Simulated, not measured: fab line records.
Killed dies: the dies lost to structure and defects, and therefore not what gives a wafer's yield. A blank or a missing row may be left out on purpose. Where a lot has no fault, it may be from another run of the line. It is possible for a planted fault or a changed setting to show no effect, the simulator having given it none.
Split-lot experiment / flow n5_finfet / route with 1938 steps; 7 lots, 21 wafers read

THE SPLIT ITSELF
At N5_PASSIVATION_SPUTTER_20 (material TaN, target thk 50 nm), the setting target_thk_a was moved away from the recipe's 500 angstrom on 7 of the 21 wafers read, by -10.4% to +12.1%. This setting was run at the recipe's value on the other wafers.

The reading is taken at the split's own step.

THE READING
TaN_of_PASSIVATION_SPUTTER_20.thk_nm (the simulator's own value, which no gauge read), in nm, at N5_PASSIVATION_SPUTTER_20 (material TaN, target thk 50 nm). The file gives no usual value for it. Across the 14 wafers here that went through the recipe, the average is 49.8 nm and the standard deviation 0.47 nm.

wafer=L078.1; tool, chamber at the split=pvd_sputter-01, -; target_thk_a as run, angstrom=448.1; against the recipe=-10.4%; TaN_of_PASSIVATION_SPUTTER_20.thk_nm, nm=44.2; against lot-mates on the recipe=-5.1
wafer=L078.3; tool, chamber at the split=pvd_sputter-01, -; target_thk_a as run, angstrom=500; against the recipe=recipe; TaN_of_PASSIVATION_SPUTTER_20.thk_nm, nm=49.6; against lot-mates on the recipe=-
wafer=L078.6; tool, chamber at the split=pvd_sputter-01, -; target_thk_a as run, angstrom=500; against the recipe=recipe; TaN_of_PASSIVATION_SPUTTER_20.thk_nm, nm=49; against lot-mates on the recipe=-
wafer=L079.1; tool, chamber at the split=pvd_sputter-01, -; target_thk_a as run, angstrom=500; against the recipe=recipe; TaN_of_PASSIVATION_SPUTTER_20.thk_nm, nm=50; against lot-mates on the recipe=-
wafer=L079.3; tool, chamber at the split=pvd_sputter-01, -; target_thk_a as run, angstrom=500; against the recipe=recipe; TaN_of_PASSIVATION_SPUTTER_20.thk_nm, nm=50; against lot-mates on the recipe=-
wafer=L079.6; tool, chamber at the split=pvd_sputter-01, -; target_thk_a as run, angstrom=500; against the recipe=recipe; TaN_of_PASSIVATION_SPUTTER_20.thk_nm, nm=50; against lot-mates on the recipe=-
wafer=L081.3; tool, chamber at the split=pvd_sputter-01, -; target_thk_a as run, angstrom=450.7; against the recipe=-9.9%; TaN_of_PASSIVATION_SPUTTER_20.thk_nm, nm=44.2; against lot-mates on the recipe=-5.1
wafer=L081.5; tool, chamber at the split=pvd_sputter-01, -; target_thk_a as run, angstrom=500; against the recipe=recipe; TaN_of_PASSIVATION_SPUTTER_20.thk_nm, nm=49.4; against lot-mates on the recipe=-
wafer=L081.6; tool, chamber at the split=pvd_sputter-01, -; target_thk_a as run, angstrom=500; against the recipe=recipe; TaN_of_PASSIVATION_SPUTTER_20.thk_nm, nm=49.2; against lot-mates on the recipe=-
wafer=L088.1; tool, chamber at the split=pvd_sputter-02, -; target_thk_a as run, angstrom=500; against the recipe=recipe; TaN_of_PASSIVATION_SPUTTER_20.thk_nm, nm=50; against lot-mates on the recipe=-
wafer=L088.3; tool, chamber at the split=pvd_sputter-02, -; target_thk_a as run, angstrom=500; against the recipe=recipe; TaN_of_PASSIVATION_SPUTTER_20.thk_nm, nm=50.2; against lot-mates on the recipe=-
wafer=L088.4; tool, chamber at the split=pvd_sputter-02, -; target_thk_a as run, angstrom=500; against the recipe=recipe; TaN_of_PASSIVATION_SPUTTER_20.thk_nm, nm=50.2; against lot-mates on the recipe=-
wafer=L090.2; tool, chamber at the split=pvd_sputter-03, -; target_thk_a as run, angstrom=453.1; against the recipe=-9.4%; TaN_of_PASSIVATION_SPUTTER_20.thk_nm, nm=46; against lot-mates on the recipe=-5.0
wafer=L090.5; tool, chamber at the split=pvd_sputter-03, -; target_thk_a as run, angstrom=453.1; against the recipe=-9.4%; TaN_of_PASSIVATION_SPUTTER_20.thk_nm, nm=46; against lot-mates on the recipe=-5.0
wafer=L090.4; tool, chamber at the split=pvd_sputter-03, -; target_thk_a as run, angstrom=500; against the recipe=recipe; TaN_of_PASSIVATION_SPUTTER_20.thk_nm, nm=51; against lot-mates on the recipe=-
wafer=L092.1; tool, chamber at the split=pvd_sputter-01, -; target_thk_a as run, angstrom=500; against the recipe=recipe; TaN_of_PASSIVATION_SPUTTER_20.thk_nm, nm=49.8; against lot-mates on the recipe=-
wafer=L092.5; tool, chamber at the split=pvd_sputter-01, -; target_thk_a as run, angstrom=500; against the recipe=recipe; TaN_of_PASSIVATION_SPUTTER_20.thk_nm, nm=49.8; against lot-mates on the recipe=-
wafer=L092.3; tool, chamber at the split=pvd_sputter-01, -; target_thk_a as run, angstrom=560.4; against the recipe=+12.1%; TaN_of_PASSIVATION_SPUTTER_20.thk_nm, nm=55.8; against lot-mates on the recipe=+6.0
wafer=L095.1; tool, chamber at the split=pvd_sputter-01, -; target_thk_a as run, angstrom=500; against the recipe=recipe; TaN_of_PASSIVATION_SPUTTER_20.thk_nm, nm=49.6; against lot-mates on the recipe=-
wafer=L095.3; tool, chamber at the split=pvd_sputter-01, -; target_thk_a as run, angstrom=547.5; against the recipe=+9.5%; TaN_of_PASSIVATION_SPUTTER_20.thk_nm, nm=54.2; against lot-mates on the recipe=+4.6
wafer=L095.6; tool, chamber at the split=pvd_sputter-01, -; target_thk_a as run, angstrom=547.5; against the recipe=+9.5%; TaN_of_PASSIVATION_SPUTTER_20.thk_nm, nm=54; against lot-mates on the recipe=+4.4

THE FIT
A straight line over all 21 wafers: TaN_of_PASSIVATION_SPUTTER_20.thk_nm changes by +0.479 nm for each +1% of target_thk_a; r = +0.98; the points scatter about the line by 0.54 nm.
The same after taking each lot's own level away (the mean of its wafers on the recipe; 21 wafers): +0.501 nm for each +1%; r = +1.00; scatter 0.17 nm.
Per that fit: largest target_thk_a move, reading shift of 6.1 nm.
Measured against the standard deviation above, the lots' own levels, which go from 49.30 to 51.00 nm, span 3.6 times it.
Hence the lot-to-lot level has little effect on the slope; both slopes agree.
Check: for one of the wafers moved furthest among these (+12.1%), held out of the fit, the line's prediction against its lot-mates is +5.99 nm. Against them it came out at +6 nm.

ADDITIONAL SPLITS CARRIED BY THESE WAFERS
Note: prior to the reading, these wafers also went through further splits. Each is held against what the fit with the lots' levels taken away leaves over:
other split on the same wafers=N5_BEOL_M15_EXPOSE_07 dose_mj; wafers away from the commonest value=10; r with TaN_of_PASSIVATION_SPUTTER_20.thk_nm (lot level and that fit taken away)=-0.03
other split on the same wafers=N5_MIM_BOT_SPUTTER_00 time_s; wafers away from the commonest value=9; r with TaN_of_PASSIVATION_SPUTTER_20.thk_nm (lot level and that fit taken away)=-0.23
other split on the same wafers=N5_MIM_TOP_SPUTTER_03 time_s; wafers away from the commonest value=5; r with TaN_of_PASSIVATION_SPUTTER_20.thk_nm (lot level and that fit taken away)=+0.16

FILE'S OWN FIT
TaN_of_PASSIVATION_SPUTTER_20.thk_nm changes by +0.501 nm for each +1% of target_thk_a, r = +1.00.
